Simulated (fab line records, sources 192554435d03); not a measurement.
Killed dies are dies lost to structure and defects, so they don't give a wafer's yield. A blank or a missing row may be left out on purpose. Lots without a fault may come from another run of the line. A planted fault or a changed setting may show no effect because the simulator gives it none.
Split-lot experiment | flow n5_finfet | 7 lots, 21 wafers read, on a route of 1938 steps

THE SPLIT
At N5_BEOL_M6_TRENCH_ETCH_37 (etches SiCOH lowk in C4F6/O2, target depth 94.435 nm, time 31.5 s), the setting time_s was moved away from the recipe's 31.5 s on 5 of the 21 wafers read, by -20.4% to +16.8%. The other wafers ran this setting at the recipe's value.

FROM THE SPLIT TO THE READING: what the file shows between them, 12 steps
- N5_BEOL_M6_ETCH_41: etches SiCN in CH3F/O2, target depth 29.7 nm, time 52 s
- N5_BEOL_M6_STRIP_80: strips in N2/H2, time 10 s
- N5_BEOL_M6_OCD_MEAS_38
- N5_BEOL_M6_ALD_77: deposits TaN, target thk 2 nm, pulse time 2 s, purge time 3 s (also split here: co_reactant_pulse_time_s)
- N5_BEOL_M6_SURFACE_TREAT_79
- N5_BEOL_M6_CVD_78: deposits Co from CCTBA/H2, target thk 2 nm, time 142.3 s
- N5_BEOL_M6_ECD_50: material Cu, target thk 300 nm
- N5_BEOL_M6_ANNEAL_51: time 90 s
- N5_BEOL_M6_CMP_52: polishes, stops on SiCOH lowk, t overpolish 6.9 s, target thk 80 nm
- N5_BEOL_M6_THK_MEAS_53: measures by xrf
- N5_BEOL_M6_PRE_CLEAN_55: time 15 s
- N5_BEOL_M6_DEP_56: deposits SiCN from 3MS/NH3, target thk 10 nm, time 17.5 s

THE READING
M6_RS, in ohm/sq, at N5_BEOL_M6_RS_MEAS_57 (measures by four-point-probe). Fault-free wafers of this fab line usually give 0.290 ohm/sq, standard deviation 0.007 ohm/sq.

wafer  | tool, chamber at the split | time_s as run, s | against the recipe | M6_RS, ohm/sq | against lot-mates on the recipe
L078.3 | rie_diel-03, 0             | 31.5             | recipe             | 0.284         | -
L078.4 | rie_diel-03, 2             | 36.8             | +16.8%             | 0.238         | -0.045
L078.5 | rie_diel-03, 0             | 31.5             | recipe             | 0.283         | -
L079.1 | rie_diel-05, 0             | 31.5             | recipe             | 0.301         | -
L079.4 | rie_diel-05, 0             | 31.5             | recipe             | 0.298         | -
L079.6 | rie_diel-05, 3             | 31.5             | recipe             | 0.301         | -
L082.2 | rie_diel-01, 2             | 31.5             | recipe             | 0.280         | -
L082.3 | rie_diel-01, 0             | 27.53            | -12.6%             | 0.341         | +0.061
L082.6 | rie_diel-01, 1             | 27.53            | -12.6%             | 0.360         | +0.080
L084.2 | rie_diel-01, 3             | 31.5             | recipe             | 0.288         | -
L084.3 | rie_diel-01, 0             | 31.5             | recipe             | 0.285         | -
L084.5 | rie_diel-01, 2             | 31.5             | recipe             | 0.286         | -
L085.2 | rie_diel-01, 0             | 25.07            | -20.4%             | 0.380         | +0.092
L085.3 | rie_diel-01, 3             | 31.5             | recipe             | 0.288         | -
L085.6 | rie_diel-01, 0             | 31.5             | recipe             | 0.288         | -
L090.1 | rie_diel-03, 0             | 31.5             | recipe             | 0.285         | -
L090.2 | rie_diel-03, 3             | 31.5             | recipe             | 0.284         | -
L090.4 | rie_diel-03, 1             | 28.46            | -9.7%              | 0.323         | +0.039
L092.2 | rie_diel-03, 0             | 31.5             | recipe             | 0.291         | -
L092.5 | rie_diel-03, 2             | 31.5             | recipe             | 0.307         | -
L092.6 | rie_diel-03, 1             | 31.5             | recipe             | 0.294         | -

THE FIT
A straight line over all 21 wafers: M6_RS changes by -0.00404 ohm/sq for each +1% of time_s; r = -0.96; the points scatter about the line by 0.009 ohm/sq.
The same after taking each lot's own level away (the mean of its wafers on the recipe; 21 wafers): -0.00421 ohm/sq for each +1%; r = -0.96; scatter 0.0087 ohm/sq.
On that fit, the largest move of time_s shifts the reading by 0.086 ohm/sq.
The lots' own levels span 0.2800 to 0.3000 ohm/sq, that is 2.9 times the standard deviation above.
So the lot-to-lot level changes the slope little: the two slopes agree.
Check: with one of the wafers moved furthest among these (-20.4%) left out of the fit, the line predicts +0.0871 ohm/sq for it against its lot-mates. It came out at +0.092 ohm/sq against them.

OTHER SPLITS ON THESE WAFERS
These wafers also went through other splits before the reading. Each is held against what the fit with the lots' levels taken away leaves over:
other split on the same wafers             | wafers away from the commonest value | r with M6_RS (lot level and that fit taken away)
N5_BEOL_M1_COAT_61 spin_rpm                | 9                                    | -0.04
N5_BEOL_M2_DESCUM_16 time_s                | 6                                    | +0.10
N5_BEOL_M2_ETCH_64 source_w                | 11                                   | +0.03
N5_BEOL_M3_COAT_22 spin_rpm                | 7                                    | -0.07
N5_BEOL_M3_SPUTTER_86 time_s               | 8                                    | +0.01
N5_BEOL_M6_ALD_77 co_reactant_pulse_time_s | 11                                   | -0.35

THE WHOLE CHAIN: every reading that the file lists as answering this split, in the file's order
step                      | what it does                                                        | reading                                                                      | change (the file's fit)               | r (the file's)
N5_BEOL_M6_TRENCH_ETCH_37 | etches SiCOH lowk in C4F6/O2, target depth 94.435 nm, time 31.5 s   | BEOL_M6.feature_depth_nm (the simulator's own value, which no gauge read)    | +0.881 nm for each +1% of the setting | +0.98
N5_BEOL_M6_TRENCH_ETCH_37 | etches SiCOH lowk in C4F6/O2, target depth 94.435 nm, time 31.5 s   | etch.depth_nm (the simulator's own value, which no gauge read)               | +0.883 nm for each +1% of the setting | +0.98
N5_BEOL_M6_OCD_MEAS_38    |                                                                     | trench_depth_nm                                                              | +0.886 nm for each +1% of the setting | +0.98
N5_BEOL_M6_CMP_52         | polishes, stops on SiCOH lowk, t overpolish 6.9 s, target thk 80 nm | Cu_of_BEOL_M6_ECD_50.thk_nm (the simulator's own value, which no gauge read) | +0.853 nm for each +1% of the setting | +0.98
N5_BEOL_M6_THK_MEAS_53    | measures by xrf                                                     | M6_THK                                                                       | +0.846 for each +1% of the setting    | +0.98
N5_BEOL_M6_RS_MEAS_57     | measures by four-point-probe                                        | M6_RS                                                                        | -0.0041 for each +1% of the setting   | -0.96

THE FILE'S OWN FIT
M6_RS changes by -0.0041 ohm/sq for each +1% of time_s, r = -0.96.
